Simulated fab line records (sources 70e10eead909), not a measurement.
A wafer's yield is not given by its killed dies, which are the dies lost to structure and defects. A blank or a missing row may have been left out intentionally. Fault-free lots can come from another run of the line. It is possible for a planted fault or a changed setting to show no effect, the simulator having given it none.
Matching of chambers -- flow nand-harc -- rie-diel-09 running NHARC_P_STI_DESCUM_14: 4 sister chambers
The step chemistry O2, time 3 s. 4 wafers are shown with their chamber, then 7 later ones without.

== WAFERS, EACH WITH ITS CHAMBER ==
wafer,chamber,drypump-motor-current-A (A)
L088.4,2,5.6
L088.5,0,5.6
L090.1,3,5.1
L090.3,1,5.3

== WAFERS WITHOUT THEIR CHAMBER ==
wafer,drypump-motor-current-A (A)
L090.6,5.1
L091.2,5.3
L091.3,5.5
L091.4,5.0
L095.1,5.1
L095.2,5.3
L095.4,5.1

== THE CHAMBER EACH PASSED THROUGH ==
wafer,from the rows above,in truth
L090.6,3,3
L091.2,1,1
L091.3,can't be placed: 0 or 2 or 1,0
L091.4,3,3
L095.1,3,3
L095.2,1,1
L095.4,3,3
Correct placement for 6 of the 7. From these rows, 1 cannot be placed; in 1 the true chamber is one of the candidates. Placed wrongly: 0.
How it was worked out, from the rows above alone: a wafer's distance from a chamber is the root of the sum, over the readings, of the square of ((its reading less the chamber's mean) divided by the reading's scatter). If the next closest chamber is less than 2 further off than the closest, the wafer can't be placed; otherwise it belongs to the closest. A chamber's mean is the mean of its shown wafers. The scatter (one wafer shown for each chamber): square how far every hidden wafer sits from the nearest shown wafer, average those squares and take the square root.
